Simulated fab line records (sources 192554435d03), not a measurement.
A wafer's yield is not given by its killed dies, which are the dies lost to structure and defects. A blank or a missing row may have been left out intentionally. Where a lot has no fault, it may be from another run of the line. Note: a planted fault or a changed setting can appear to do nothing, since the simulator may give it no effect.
Chamber matching -- flow n5-finfet -- rie-si-02 running N5_ZERO_LAYER_ETCH_18: 4 sister chambers
The step etches Si in HBr/Cl2, target depth 120 nm, time 40 s. 8 wafers are shown with their chamber, then 7 later ones without.

## WAFERS PAIRED WITH THEIR CHAMBERS
wafer,chamber,throttle-valve-pct (%),oes-product-au (a.u.)
L077.2,3,36.20,0.979
L087.3,0,36.50,0.992
L087.5,3,36.20,0.992
L089.2,1,36.37,1.005
L089.3,2,35.96,0.975
L089.5,1,36.38,1.003
L091.3,2,35.98,0.976
L091.4,0,36.50,0.987

## WAFERS WITHOUT THEIR CHAMBER
wafer,throttle-valve-pct (%),oes-product-au (a.u.)
L091.6,36.37,1.019
L093.4,36.19,0.985
L093.5,36.51,0.979
L093.6,36.18,0.994
L096.1,35.97,0.970
L096.2,36.19,0.985
L096.6,35.96,0.974

## WHICH CHAMBER EACH ONE RAN IN
wafer,from the rows above,in truth
L091.6,1,1
L093.4,3,3
L093.5,0,0
L093.6,3,3
L096.1,2,2
L096.2,3,3
L096.6,2,2
Placed correctly: 7 of 7. From these rows, 0 cannot be placed. Wrongly placed: 0.
How it was worked out, from the rows above alone: a wafer's distance from a chamber is the root of the sum, over the readings, of the square of ((its reading less the chamber's mean) divided by the reading's scatter). If the next closest chamber is less than 2 further off than the closest, the wafer can't be placed; otherwise it belongs to the closest. Each chamber's mean is taken over the wafers shown for it. The scatter: the root of (the sum of the squares of (reading less its chamber's mean) over the shown wafers, divided by (wafers less chambers)).
